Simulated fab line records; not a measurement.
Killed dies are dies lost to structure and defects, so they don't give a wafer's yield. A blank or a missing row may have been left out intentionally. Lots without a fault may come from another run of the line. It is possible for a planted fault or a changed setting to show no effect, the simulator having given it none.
fab line records | flow nandHarc
record: lots: 15 | wafers: 45 | lastDay: 24
route steps=1159 shown A_BLC@977
lots that met no fault: taken from a fault-free run of the same line
startH: the number of hours between the record's first day and the start of the first shown wafer of the lot | waitH: time in hours since the lot's previous step | " repeats the value in the row above | L1.1+2: several wafers, shown together as one row | - no value, or no start was given | * or withheld: withheld | < > ~ a bound
route shown NAME@n: a module of which the file shows steps, and the number in the route of the first | usual: average and standard deviation across the fault-free wafers | same: alike in all rows | chamber/n: place in a boat | sites: per-site readings | _std_site: standard deviation of those values | _edge_site: the outer-site mean with the inner-site mean subtracted | radiusMm: for every site, how far away it sits from the centre of the wafer | mask NAME#n: copy n | behind: the most recent tool/chamber to have shaped the wafer | hold: reason for holding the lot/hours on hold/outcome of the hold | device: names the non-switching transistor (n, p or np) | end of line: tests of these same wafers at the route's end | for a step that has no rows: nothing shown but its recipe | killed: dies lost to structure and defects at the first sort, not the wafer's yield | map: dies across one wafer; x = killed, . = not, _ = none there
set.NAME: setting as actually run; set.NAME@STEP: the setting as run at that earlier step | model.NAME: the simulator's own value behind a step, which no gauge read
route steps across a sampled set of lots; one table per step, one row per wafer
services: when a tool's chamber went out of use (startH, in hours from the record's first day, below 0 if earlier), for how many hours, and the reason
== steps ==
step: NHARC_A_BLC_DESCUM_15
recipe: timeS: 3 | o2FlowSccm: 200 | arFlowSccm: 0 | biasPowerW: 0 | chemistry: O2
usual: chamberPressureMTorr: 59.98/0.2 | drypumpMotorCurrentA: 5.7/0.39 | oesProductAu: 1.005/0.0079 | rfVppV: 57.8/0.94 | showerheadPlenumPTorr: 1.92/0.088 | throttleValvePct: 11.310/0.009
same: biasPowerW: 0
lot.wafer | tool       | chamber | startH | waitH | chamberPressureMTorr | drypumpMotorCurrentA | oesProductAu | rfHoursCounterH | rfVppV | showerheadPlenumPTorr | throttleValvePct
L307.1    | rieDiel-06 | 1       | 412.65 | 0.1   | 59.93                | 5.6                  | 1.008        | 13              | 57.8   | 1.92                  | 11.327
L307.3    | "          | 2       | "      | "     | 60.06                | 6.2                  | 1.007        | 15              | 57.4   | 1.99                  | 11.318
L307.2    | "          | 0       | "      | "     | 59.98                | 5.3                  | 1.011        | 15              | 57.2   | 2.03                  | 11.305
L308.2    | rieDiel-09 | 2       | 414.59 | 0.1   | 59.88                | 5.7                  | 0.990        | 18              | 57.3   | 2.03                  | 11.310
L308.3    | "          | 0       | "      | "     | 60.02                | 5.4                  | 0.999        | 16              | 58.2   | 1.97                  | 11.307
L308.4    | "          | 1       | "      | "     | 60.03                | 5.6                  | 1.006        | 9               | 57.9   | 1.90                  | 11.315
L310.4    | rieDiel-09 | 2       | 417.67 | 0.1   | 60.07                | 5.7                  | 0.995        | 19              | 58.3   | 2.03                  | 11.308
L310.6    | "          | 0       | "      | "     | 59.99                | 5.4                  | 1.001        | -               | 56.8   | 1.97                  | 11.305
L310.5    | "          | 1       | "      | "     | 60.08                | 5.6                  | 1.003        | -               | 57.1   | 1.89                  | 11.306
L309.1    | rieDiel-08 | 1       | 418.53 | 0.1   | 59.94                | 5.7                  | 0.989        | 37              | 57.1   | 1.84                  | 11.309
L309.5    | "          | 3       | "      | "     | 60.05                | 5.0                  | 0.996        | -               | 58.2   | 1.81                  | 11.316
L309.6    | "          | 0       | "      | "     | 60.00                | 5.6                  | 1.001        | -               | 56.8   | 1.94                  | 11.307
L311.2    | rieDiel-09 | 0       | 420.77 | 0.1   | 60.04                | 5.4                  | 1.001        | 17              | 58.8   | 1.97                  | 11.319
L311.1    | "          | 1       | "      | "     | 60.01                | 5.6                  | 1.002        | 10              | 56.8   | 1.89                  | 11.300
L311.3    | "          | 2       | "      | "     | 59.97                | 5.7                  | 1.007        | 19              | 58.6   | 2.03                  | 11.309
L315.4    | rieDiel-06 | 3       | 448.55 | 0.1   | 59.97                | 6.4                  | 0.998        | 2               | 58.2   | 1.78                  | 11.317
L315.3    | "          | 1       | "      | "     | 59.97                | 5.6                  | 1.001        | 2               | 58.3   | 1.92                  | 11.315
L315.6    | "          | 2       | "      | "     | 59.92                | 6.3                  | 0.987        | -               | 58.7   | 1.99                  | 11.307
L319.3    | rieDiel-06 | 3       | 483.20 | 0.1   | 59.88                | 6.5                  | 1.002        | 5               | 57.1   | 1.78                  | 11.307
L319.4    | "          | 1       | "      | "     | 57.72                | 5.6                  | 0.999        | 5               | 59.4   | 1.91                  | 11.312
L319.5    | "          | 0       | "      | "     | 59.94                | 5.3                  | 1.000        | -               | 58.2   | 2.03                  | 11.313
L318.1    | rieDiel-09 | 0       | 494.66 | 0.1   | 59.97                | 5.4                  | 1.009        | 5               | 59.2   | 1.96                  | 11.312
L318.4    | "          | 2       | "      | "     | 59.90                | 5.8                  | 1.012        | 5               | 60.0   | 2.03                  | 11.315
L318.6    | "          | 0       | "      | "     | 60.00                | 5.4                  | 1.014        | -               | 58.9   | 1.96                  | 11.317
L323.1    | rieDiel-09 | 1       | 500.54 | 0.1   | 60.01                | 5.6                  | 1.017        | 4               | 57.0   | 1.89                  | 11.313
L323.6    | "          | 2       | "      | "     | 59.99                | 5.7                  | 1.011        | -               | 57.5   | 2.03                  | 11.307
L323.5    | "          | 3       | "      | "     | 60.11                | 5.5                  | 0.998        | -               | 57.1   | 1.80                  | 11.302
L317.4    | rieDiel-09 | 0       | 508.17 | 0.1   | 60.14                | 5.4                  | 1.005        | 7               | 59.9   | 1.96                  | 11.303
L317.2    | "          | 3       | "      | "     | 59.95                | 5.5                  | 0.999        | 7               | 57.3   | 1.80                  | 11.299
L317.6    | "          | 0       | "      | "     | 60.04                | 5.4                  | 1.019        | -               | 56.5   | 1.96                  | 11.328
L325.2    | rieDiel-06 | 1       | 509.83 | 0.1   | 60.02                | 5.7                  | 1.009        | 7               | 58.7   | 1.91                  | 11.313
L325.3    | "          | 3       | "      | "     | 59.92                | 6.4                  | 1.006        | 8               | 56.1   | 1.78                  | 11.309
L325.1    | "          | 0       | "      | "     | 59.95                | 5.3                  | 1.008        | 8               | 58.0   | 2.03                  | 11.295
L326.1    | rieDiel-06 | 1       | 516.72 | 0.1   | 59.98                | 5.6                  | 1.003        | 8               | 59.0   | 1.91                  | 11.326
L326.2    | "          | 2       | "      | "     | 59.98                | 6.2                  | 0.996        | 8               | 57.6   | 1.99                  | 11.304
L326.6    | "          | 1       | "      | "     | 60.05                | 5.6                  | 1.013        | -               | 57.3   | 1.91                  | 11.302
L327.1    | rieDiel-09 | 0       | 521.57 | 0.1   | 59.99                | 5.4                  | 1.004        | 10              | 55.5   | 1.96                  | 11.332
L327.2    | "          | 1       | "      | "     | 59.97                | 5.6                  | 1.018        | 7               | 57.9   | 1.89                  | 11.302
L327.3    | "          | 2       | "      | "     | 59.95                | 5.7                  | 1.000        | 9               | 58.6   | 2.02                  | 11.327
L329.4    | rieDiel-06 | 1       | 521.80 | 0.1   | 59.98                | 5.7                  | 1.002        | 9               | 58.3   | 1.91                  | 11.304
L329.3    | "          | 3       | "      | "     | 60.00                | 6.5                  | 1.014        | 10              | 57.9   | 1.78                  | 11.297
L329.6    | "          | 0       | "      | "     | 59.98                | 5.3                  | 1.015        | -               | 58.0   | 2.02                  | 11.317
L328.2    | rieDiel-08 | 3       | 525.33 | 0.1   | 59.99                | 5.0                  | 1.009        | 10              | 56.6   | 1.80                  | 11.319
L328.5    | "          | 3       | "      | "     | 60.03                | 5.0                  | 1.009        | -               | 57.0   | 1.80                  | 11.318
L328.6    | "          | 0       | "      | "     | 60.04                | 5.6                  | 1.015        | -               | 56.1   | 1.93                  | 11.306
step: NHARC_A_BLC_STRIP_21
recipe: o2FlowSccm: 500 | arFlowSccm: 0 | biasW: 0 | chemistry: O2
usual: chamberPressureMTorr: 60.01/0.054 | drypumpMotorCurrentA: 5.7/0.34 | oesProductAu: 1.004/0.0069 | rfVppV: 57.7/0.94 | showerheadPlenumPTorr: 3.54/0.15 | throttleValvePct: 17.036/0.0088
lot.wafer | tool       | chamber | startH | waitH | chamberPressureMTorr | drypumpMotorCurrentA | oesProductAu | rfHoursCounterH | rfVppV | showerheadPlenumPTorr | throttleValvePct
L307.1    | rieDiel-06 | 1       | 413.80 | 0.1   | 59.98                | 5.6                  | 1.006        | 13              | 56.7   | 3.53                  | 17.028
L307.3    | "          | 2       | "      | "     | 59.99                | 6.3                  | 1.011        | 15              | 58.9   | 3.67                  | 17.047
L307.2    | "          | 3       | "      | "     | 60.06                | 6.4                  | 0.999        | 16              | 58.8   | 3.30                  | 17.052
L308.2    | rieDiel-09 | 3       | 415.74 | 0.1   | 59.96                | 5.5                  | 0.996        | 17              | 56.6   | 3.34                  | 17.014
L308.4    | "          | 0       | "      | "     | 60.02                | 5.4                  | 1.003        | 16              | 57.9   | 3.62                  | 17.032
L308.3    | "          | 1       | "      | "     | 59.92                | 5.6                  | 0.994        | 9               | 58.5   | 3.50                  | 17.028
L310.4    | rieDiel-09 | 2       | 418.82 | 0.1   | 60.04                | 5.8                  | 1.006        | 19              | 57.9   | 3.73                  | 17.040
L310.5    | "          | 1       | "      | "     | 59.99                | 5.6                  | 1.000        | -               | 57.8   | 3.50                  | 17.049
L310.6    | "          | 2       | "      | "     | 60.00                | 5.8                  | 1.000        | -               | 58.5   | 3.73                  | 17.032
L309.1    | rieDiel-09 | 0       | 419.72 | 0.1   | 59.93                | 5.4                  | 0.998        | 17              | 58.4   | 3.62                  | 17.044
L309.6    | "          | 0       | "      | "     | 59.96                | 5.4                  | 1.007        | -               | 57.6   | 3.62                  | 17.040
L309.5    | "          | 1       | "      | "     | 60.10                | 5.6                  | 1.000        | -               | 57.5   | 3.50                  | 17.041
L311.2    | rieDiel-09 | 1       | 421.90 | 0.1   | 59.97                | 5.6                  | 1.022        | 10              | 56.9   | 3.50                  | 17.024
L311.1    | "          | 3       | "      | "     | 60.06                | 5.5                  | 1.004        | 18              | 56.6   | 3.34                  | 17.032
L311.3    | "          | 0       | "      | "     | 59.99                | 5.4                  | 1.009        | 18              | 56.1   | 3.62                  | 17.046
L315.4    | rieDiel-09 | 3       | 449.68 | 0.1   | 60.05                | 5.5                  | 1.007        | 1               | 57.5   | 3.34                  | 17.044
L315.3    | "          | 2       | "      | "     | 59.89                | 5.8                  | 1.003        | 1               | 58.3   | 3.72                  | 17.033
L315.6    | "          | 3       | "      | "     | 59.96                | 5.5                  | 1.005        | -               | 58.2   | 3.34                  | 17.020
L319.4    | rieDiel-06 | 0       | 484.38 | 0.1   | 59.94                | 5.3                  | 1.001        | 6               | 59.1   | 3.72                  | 17.041
L319.3    | "          | 2       | "      | "     | 60.01                | 6.3                  | 0.993        | 5               | 56.9   | 3.66                  | 17.046
L319.5    | "          | 0       | "      | "     | 60.04                | 5.3                  | 1.003        | -               | 57.3   | 3.72                  | 17.024
L318.1    | rieDiel-09 | 3       | 495.80 | 0.1   | 60.04                | 5.5                  | 1.002        | 6               | 58.7   | 3.34                  | 17.037
L318.4    | "          | 0       | "      | "     | 60.03                | 5.4                  | 0.997        | 6               | 59.4   | 3.62                  | 17.049
L318.6    | "          | 0       | "      | "     | 59.91                | 5.4                  | 0.996        | -               | 57.9   | 3.62                  | 17.035
L323.1    | rieDiel-09 | 0       | 501.69 | 0.1   | 60.00                | 5.4                  | 0.999        | 7               | 56.9   | 3.62                  | 17.042
L323.6    | "          | 3       | "      | "     | 60.03                | 5.5                  | 1.005        | -               | 57.1   | 3.34                  | 17.019
L323.5    | "          | 0       | "      | "     | 60.01                | 5.4                  | 0.998        | -               | 57.4   | 3.62                  | 17.063
L317.4    | rieDiel-09 | 0       | 509.32 | 0.1   | 60.06                | 5.4                  | 1.004        | 8               | 57.9   | 3.62                  | 17.038
L317.2    | "          | 2       | "      | "     | 59.99                | 5.8                  | 1.002        | 7               | 57.9   | 3.72                  | 17.036
L317.6    | "          | 3       | "      | "     | 60.03                | 5.5                  | 0.997        | -               | 56.3   | 3.34                  | 17.036
L325.2    | rieDiel-08 | 2       | 510.99 | 0.1   | 60.01                | 6.3                  | 0.999        | 9               | 57.9   | 3.66                  | 17.032
L325.1    | "          | 0       | "      | "     | 59.97                | 5.6                  | 1.005        | 7               | 56.2   | 3.56                  | 17.041
L325.3    | "          | 1       | "      | "     | 59.92                | 5.8                  | 1.006        | 8               | 57.4   | 3.39                  | 17.038
L326.2    | rieDiel-09 | 2       | 518.07 | 0.1   | 59.96                | 5.8                  | 1.010        | 8               | 60.2   | 3.72                  | 17.029
L326.1    | "          | 3       | "      | "     | 59.99                | 5.5                  | 1.004        | 9               | 56.8   | 3.34                  | 17.038
L326.6    | "          | 1       | "      | "     | 60.03                | 5.6                  | 1.002        | -               | 58.4   | 3.49                  | 17.045
L327.3    | rieDiel-09 | 0       | 522.71 | 0.1   | 60.01                | 5.4                  | 1.001        | 11              | 56.9   | 3.61                  | 17.032
L327.2    | "          | 1       | "      | "     | 60.00                | 5.6                  | 1.000        | 8               | 58.4   | 3.49                  | 17.038
L327.1    | "          | 3       | "      | "     | 59.95                | 5.5                  | 0.987        | 10              | 57.0   | 3.34                  | 17.027
L329.3    | rieDiel-06 | 2       | 522.94 | 0.1   | 59.95                | 6.3                  | 0.997        | 10              | 57.4   | 3.66                  | 17.033
L329.4    | "          | 3       | "      | "     | 60.02                | 6.5                  | 1.006        | 11              | 57.0   | 3.30                  | 17.042
L329.6    | "          | 2       | "      | "     | 59.97                | 6.3                  | 1.000        | -               | 57.4   | 3.66                  | 17.033
L328.2    | rieDiel-06 | 0       | 526.48 | 0.1   | 59.94                | 5.3                  | 1.012        | 10              | 59.9   | 3.72                  | 17.026
L328.5    | "          | 0       | "      | "     | 59.99                | 5.3                  | 1.006        | -               | 58.4   | 3.72                  | 17.023
L328.6    | "          | 1       | "      | "     | 60.07                | 5.6                  | 0.998        | -               | 57.4   | 3.53                  | 17.030
step: NHARC_A_BLC_PVD_32
recipe: targetThkA: 50 | chamberPressurePa: 5 | powerW: 5000 | substrateTempC: 200 | timeS: 17.7 | material: Ti
usual: throttleValvePct: 30.1/1
lot.wafer | tool          | chamber | startH | waitH | throttleValvePct
L307.1    | pvdSputter-01 | -       | -      | -     | 30.4
L307.2    | "             | -       | "      | "     | 30.0
L307.3    | "             | -       | "      | "     | 29.9
L308.2    | pvdSputter-01 | -       | -      | -     | 30.0
L308.4    | "             | -       | "      | "     | 30.4
L308.3    | "             | -       | "      | "     | 30.2
L310.4    | pvdSputter-02 | -       | -      | -     | 28.1
L310.5    | "             | -       | "      | "     | 30.4
L310.6    | "             | -       | "      | "     | 31.5
L309.1    | pvdSputter-01 | -       | -      | -     | 30.2
L309.6    | "             | -       | "      | "     | 30.6
L309.5    | "             | -       | "      | "     | 30.1
L311.3    | pvdSputter-03 | -       | -      | -     | 29.3
L311.1    | "             | -       | "      | "     | 30.5
L311.2    | "             | -       | "      | "     | 31.7
L315.3    | pvdSputter-02 | -       | -      | -     | 30.1
L315.4    | "             | -       | "      | "     | 30.0
L315.6    | "             | -       | "      | "     | 29.8
L319.4    | pvdSputter-03 | -       | -      | -     | 30.3
L319.3    | "             | -       | "      | "     | 29.0
L319.5    | "             | -       | "      | "     | 30.1
L318.4    | pvdSputter-03 | -       | -      | -     | 31.5
L318.1    | "             | -       | "      | "     | 29.0
L318.6    | "             | -       | "      | "     | 29.6
L323.1    | pvdSputter-01 | -       | -      | -     | 30.2
L323.6    | "             | -       | "      | "     | 30.2
L323.5    | "             | -       | "      | "     | 30.7
L317.2    | pvdSputter-03 | -       | -      | -     | 28.7
L317.4    | "             | -       | "      | "     | 30.1
L317.6    | "             | -       | "      | "     | 29.2
L325.1    | pvdSputter-03 | -       | -      | -     | 28.7
L325.3    | "             | -       | "      | "     | 29.5
L325.2    | "             | -       | "      | "     | 30.3
L326.2    | pvdSputter-02 | -       | -      | -     | 28.5
L326.1    | "             | -       | "      | "     | 29.8
L326.6    | "             | -       | "      | "     | 29.5
L329.3    | pvdSputter-03 | -       | -      | -     | 30.3
L329.4    | "             | -       | "      | "     | 29.3
L329.6    | "             | -       | "      | "     | 31.7
L327.2    | pvdSputter-02 | -       | -      | -     | 29.9
L327.1    | "             | -       | "      | "     | 31.8
L327.3    | "             | -       | "      | "     | 28.3
L328.2    | pvdSputter-03 | -       | -      | -     | 31.8
L328.6    | "             | -       | "      | "     | 30.2
L328.5    | "             | -       | "      | "     | 31.7
step: NHARC_A_BLC_CMP_25
recipe: tOverpolishS: 30 | targetThkNm: 150
usual: edgeZonePressureFrac: 1.000/0.0054 | motorCurrentA: 12.7/0.99 | overpolishRunS: 30.001/0.0087 | tOverpolishS: 30/0 | timeToEndpointS: 29.4/1.6
lot.wafer | tool   | chamber | startH | waitH | edgeZonePressureFrac | motorCurrentA | overpolishRunS | tOverpolishS | timeToEndpointS
L307.1    | cmp-01 | 1       | 425.46 | 0.5   | 0.996                | 12.7          | 30.001         | 30           | 31.7
L307.2    | "      | 2       | "      | "     | 1.001                | 14.6          | 29.998         | 30           | 28.5
L307.3    | "      | 3       | "      | "     | 0.996                | 11.7          | 30.003         | 30           | 32.0
L308.4    | cmp-03 | 3       | 426.41 | 0.2   | 1.007                | 12.5          | 29.982         | 30           | 28.8
L308.2    | "      | 1       | "      | "     | 0.996                | 13.2          | 30.011         | 30           | 29.6
L308.3    | "      | 2       | "      | "     | 0.998                | 12.1          | 29.988         | 30           | 28.5
L310.4    | cmp-04 | 1       | 427.32 | 0.3   | 1.003                | 12.2          | 30.003         | 30           | 27.1
L310.6    | "      | 3       | "      | "     | 0.992                | 12.4          | 29.993         | 30           | 30.6
L310.5    | "      | 0       | "      | "     | 1.003                | 10.5          | 30.006         | 30           | 29.8
L309.1    | cmp-01 | 3       | 427.64 | 0.5   | 0.998                | 12.0          | 30.003         | 30           | 27.3
L309.5    | "      | 2       | "      | "     | 0.993                | 14.3          | 30.001         | 30           | 28.3
L309.6    | "      | 3       | "      | "     | 0.989                | 12.5          | 30.012         | 30           | 30.4
L311.3    | cmp-04 | 2       | 430.54 | 0.3   | 1.000                | 12.2          | 29.991         | 30           | 29.1
L311.1    | "      | 3       | "      | "     | 0.998                | 12.5          | 30.003         | 30           | 32.5
L311.2    | "      | 1       | "      | "     | 0.996                | 11.8          | 29.995         | 30           | 29.3
L315.4    | cmp-04 | 3       | 458.28 | 0.2   | 1.004                | 12.1          | 29.995         | 30           | 28.9
L315.3    | "      | 2       | "      | "     | 1.000                | 12.0          | 29.986         | 30           | 27.3
L315.6    | "      | 0       | "      | "     | 0.998                | 10.4          | 29.992         | 30           | 27.7
L319.3    | cmp-01 | 0       | 486.18 | 0.3   | 1.005                | 11.8          | 30.008         | 30           | 31.3
L319.4    | "      | 3       | "      | "     | 1.002                | 11.5          | 29.989         | 30           | 30.6
L319.5    | "      | 0       | "      | "     | 1.003                | 12.4          | 30.017         | 30           | 30.5
L318.4    | cmp-01 | 2       | 500.22 | 0.4   | -                    | -             | -              | -            | -
L318.1    | "      | 0       | "      | "     | -                    | -             | -              | -            | -
L318.6    | "      | 2       | "      | "     | -                    | -             | -              | -            | -
L323.1    | cmp-01 | 3       | 507.90 | 0.5   | -                    | -             | -              | -            | -
L323.5    | "      | 3       | "      | "     | -                    | -             | -              | -            | -
L323.6    | "      | 0       | "      | "     | -                    | -             | -              | -            | -
L317.2    | cmp-01 | 0       | 510.70 | 0.4   | -                    | -             | -              | -            | -
L317.4    | "      | 2       | "      | "     | -                    | -             | -              | -            | -
L317.6    | "      | 1       | "      | "     | -                    | -             | -              | -            | -
L325.1    | cmp-03 | 0       | 513.47 | 0.8   | 1.006                | 13.3          | 29.986         | 30           | 29.7
L325.2    | "      | 1       | "      | "     | 0.999                | 12.5          | 30.012         | 30           | 26.7
L325.3    | "      | 3       | "      | "     | 1.007                | 13.3          | 30.009         | 30           | 30.2
L326.1    | cmp-03 | 1       | 519.59 | 0.5   | 1.003                | 13.1          | 30.000         | 30           | 29.9
L326.2    | "      | 0       | "      | "     | 1.000                | 13.1          | 29.992         | 30           | 30.2
L326.6    | "      | 2       | "      | "     | 0.997                | 12.2          | 29.993         | 30           | 32.6
L329.3    | cmp-04 | 2       | 524.76 | 0.3   | 1.001                | 12.2          | 29.994         | 30           | 28.5
L329.4    | "      | 0       | "      | "     | 0.990                | 10.6          | 30.004         | 30           | 28.8
L329.6    | "      | 1       | "      | "     | 1.005                | 12.1          | 30.005         | 30           | 29.4
L327.1    | cmp-04 | 2       | 525.16 | 0.5   | 1.002                | 11.9          | 29.996         | 30           | 28.3
L327.2    | "      | 3       | "      | "     | 0.986                | 12.2          | 30.007         | 30           | 28.5
L327.3    | "      | 0       | "      | "     | 1.002                | 10.8          | 29.978         | 30           | 29.6
L328.2    | cmp-04 | 0       | 532.66 | 0.5   | 0.997                | 10.2          | 29.990         | 30           | 30.1
L328.6    | "      | 1       | "      | "     | 0.997                | 11.9          | 30.008         | 30           | 30.2
L328.5    | "      | 2       | "      | "     | 0.997                | 11.6          | 30.006         | 30           | 30.2
step: NHARC_A_BLC_INSPECT_28
usual: rawDefectCount: 435/130
lot.wafer | tool             | chamber | startH | waitH | rawDefectCount
L307.1    | defectInspect-01 | -       | 425.84 | 0.1   | 414
L307.2    | "                | -       | "      | "     | 302
L307.3    | "                | -       | "      | "     | 291
L308.2    | defectInspect-02 | -       | 426.82 | 0.1   | 477
L308.3    | "                | -       | "      | "     | 572
L308.4    | "                | -       | "      | "     | 375
L310.4    | defectInspect-02 | -       | 427.68 | 0.1   | 504
L310.5    | "                | -       | "      | "     | 524
L310.6    | "                | -       | "      | "     | 577
L309.1    | defectInspect-01 | -       | 428.02 | 0.1   | 303
L309.5    | "                | -       | "      | "     | 414
L309.6    | "                | -       | "      | "     | 383
L311.1    | defectInspect-02 | -       | 430.94 | 0.1   | 431
L311.2    | "                | -       | "      | "     | 437
L311.3    | "                | -       | "      | "     | 474
L315.3    | defectInspect-01 | -       | 458.69 | 0.1   | 419
L315.4    | "                | -       | "      | "     | 565
L315.6    | "                | -       | "      | "     | 469
L319.3    | defectInspect-02 | -       | 486.61 | 0.1   | 307
L319.4    | "                | -       | "      | "     | 240
L319.5    | "                | -       | "      | "     | 305
L318.1    | defectInspect-02 | -       | 500.63 | 0.1   | 6633
L318.4    | "                | -       | "      | "     | 6750
L318.6    | "                | -       | "      | "     | 6584
L323.1    | defectInspect-02 | -       | 508.32 | 0.1   | 6663
L323.5    | "                | -       | "      | "     | 6641
L323.6    | "                | -       | "      | "     | 6753
L317.2    | defectInspect-02 | -       | 511.11 | 0.1   | 6809
L317.4    | "                | -       | "      | "     | 6565
L317.6    | "                | -       | "      | "     | 6573
L325.1    | defectInspect-02 | -       | 513.87 | 0.1   | 701
L325.2    | "                | -       | "      | "     | 443
L325.3    | "                | -       | "      | "     | 600
L326.1    | defectInspect-02 | -       | 520.02 | 0.1   | 485
L326.2    | "                | -       | "      | "     | 464
L326.6    | "                | -       | "      | "     | 408
L329.3    | defectInspect-02 | -       | 525.16 | 0.1   | 667
L329.4    | "                | -       | "      | "     | 532
L329.6    | "                | -       | "      | "     | 674
L327.1    | defectInspect-01 | -       | 525.60 | 0.1   | 307
L327.2    | "                | -       | "      | "     | 318
L327.3    | "                | -       | "      | "     | 338
L328.2    | defectInspect-02 | -       | 532.99 | 0.1   | 392
L328.5    | "                | -       | "      | "     | 389
L328.6    | "                | -       | "      | "     | 269
== services ==
tool          | chamber | startH | hours | kind
pvdSputter-02 | -       | 392.00 | 10.0  | pm
cmp-04        | -       | 399.00 | 4.0   | pm
cmp-01        | -       | 399.41 | 1.9   | repair
rieDiel-09    | 0       | 410.10 | -     | clean
rieDiel-06    | -       | 418.20 | 9.0   | pm
rieDiel-09    | -       | 431.12 | 9.0   | pm
rieDiel-08    | 0       | 436.60 | 20.0  | repair
cmp-01        | -       | 439.84 | 1.2   | repair
cmp-03        | -       | 450.05 | 4.0   | pm
pvdSputter-03 | -       | 458.04 | 10.0  | pm
rieDiel-09    | 1       | 475.96 | 10.1  | repair
cmp-01        | -       | 477.19 | 4.0   | pm
rieDiel-08    | -       | 479.16 | 9.0   | pm
cmp-03        | -       | 482.21 | 0.7   | repair
rieDiel-06    | 2       | 487.02 | 4.5   | repair
cmp-03        | -       | 489.96 | 3.5   | repair
cmp-04        | -       | 492.06 | 6.5   | repair
cmp-03        | -       | 494.86 | 3.8   | repair
cmp-04        | -       | 498.59 | 4.0   | pm
cmp-04        | -       | 507.24 | 12.4  | repair
rieDiel-06    | 0       | 513.52 | 5.1   | repair
pvdSputter-01 | -       | 514.04 | 10.0  | pm
pvdSputter-02 | -       | 525.97 | 4.2   | repair
rieDiel-08    | 0       | 528.65 | 2.9   | repair
== key ==
firstSign: step: NHARC_A_BLC_CMP_25 | reading: toolRecord | direction: missing
effect: step: NHARC_A_BLC_INSPECT_28 | reading: rawDefectCount | direction: up | sigmas: 50 | usual: 435 | struck: 6663
metAt NHARC_A_BLC_CMP_25
struckLots L317,L318,L323
laterRowsLeftOut L317.2,L317.4,L317.6,L318.1,L318.4,L318.6,L323.1,L323.5,L323.6
sortLeftOut L317.2,L317.4,L317.6,L318.1,L318.4,L318.6,L323.1,L323.5,L323.6
testerLeftOut L317,L318,L323
notActingAt NHARC_A_BLC_DESCUM_15,NHARC_A_BLC_STRIP_21,NHARC_A_BLC_PVD_32
onsetBetween 486.18 500.22
fault: kind: skippedStepWhole | tool: cmp-01 | chamber: - | onsetH: 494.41 | steps: NHARC_A_BLC_CMP_25 | scope: struckLotsOnly
testerLeftOut: of these lots the tester's yield and bins aren't shown, on N5 and GAA mostly nor the transistor test; their killed dies are dies lost to structure and defects alone, not to doping, threshold or leakage, so they don't give the yield
sortLeftOut: the simulated sort isn't trusted on such a fault, so these wafers' sort isn't shown, and their yield isn't known
laterRowsLeftOut: the simulator's readings of these wafers behind a module that went badly wrong aren't trusted and aren't shown, but for the sort
